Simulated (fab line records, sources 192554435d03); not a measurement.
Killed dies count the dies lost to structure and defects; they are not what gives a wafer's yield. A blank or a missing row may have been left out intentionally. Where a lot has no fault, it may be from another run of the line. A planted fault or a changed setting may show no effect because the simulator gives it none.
Matching of chambers :: flow n5Finfet :: N5_MOL_CONTACT_COAG_ETCH_65 on rieDiel-04 has 3 sister chambers
The step etches underlayer in N2/H2, target depth 13 nm, time 10.4 s. 6 wafers are shown with their chamber, then 7 later ones without.

WAFERS, EACH WITH ITS CHAMBER
wafer: L084.5
chamber: 0
showerheadPlenumPTorr (Torr): 2.69
throttleValvePct (%): 17.60

wafer: L086.4
chamber: 2
showerheadPlenumPTorr (Torr): 2.48
throttleValvePct (%): 18.00

wafer: L093.3
chamber: 1
showerheadPlenumPTorr (Torr): 2.40
throttleValvePct (%): 17.75

wafer: L093.5
chamber: 2
showerheadPlenumPTorr (Torr): 2.47
throttleValvePct (%): 18.02

wafer: L093.6
chamber: 1
showerheadPlenumPTorr (Torr): 2.40
throttleValvePct (%): 17.74

wafer: L094.1
chamber: 0
showerheadPlenumPTorr (Torr): 2.68
throttleValvePct (%): 17.60

WAFERS WHOSE CHAMBER IS MISSING
wafer: L094.2
showerheadPlenumPTorr (Torr): 2.40
throttleValvePct (%): 17.74

wafer: L094.4
showerheadPlenumPTorr (Torr): 2.47
throttleValvePct (%): 18.01

wafer: L095.5
showerheadPlenumPTorr (Torr): 2.40
throttleValvePct (%): 17.76

wafer: L095.6
showerheadPlenumPTorr (Torr): 2.68
throttleValvePct (%): 17.62

wafer: L097.2
showerheadPlenumPTorr (Torr): 2.68
throttleValvePct (%): 17.62

wafer: L097.4
showerheadPlenumPTorr (Torr): 2.40
throttleValvePct (%): 17.75

wafer: L097.6
showerheadPlenumPTorr (Torr): 2.68
throttleValvePct (%): 17.62

WHICH CHAMBER EACH ONE RAN IN
wafer: L094.2
from the rows above: 1
in truth: 1

wafer: L094.4
from the rows above: 2
in truth: 2

wafer: L095.5
from the rows above: 1
in truth: 1

wafer: L095.6
from the rows above: 0
in truth: 0

wafer: L097.2
from the rows above: 0
in truth: 0

wafer: L097.4
from the rows above: 1
in truth: 1

wafer: L097.6
from the rows above: 0
in truth: 0
Correctly placed: 7 of 7. Can't be placed from these rows: 0. Number placed wrongly: 0.
How it was worked out, from the rows above alone: a wafer's distance from a chamber is the root of the sum, over the readings, of the square of ((its reading less the chamber's mean) divided by the reading's scatter). If the next closest chamber is less than 2 further off than the closest, the wafer can't be placed; otherwise it belongs to the closest. The mean given for a chamber averages the wafers shown for that chamber. The scatter is the square root of a quotient: the sum, over the shown wafers, of each reading's squared deviation from its chamber's mean, divided by wafers minus chambers.
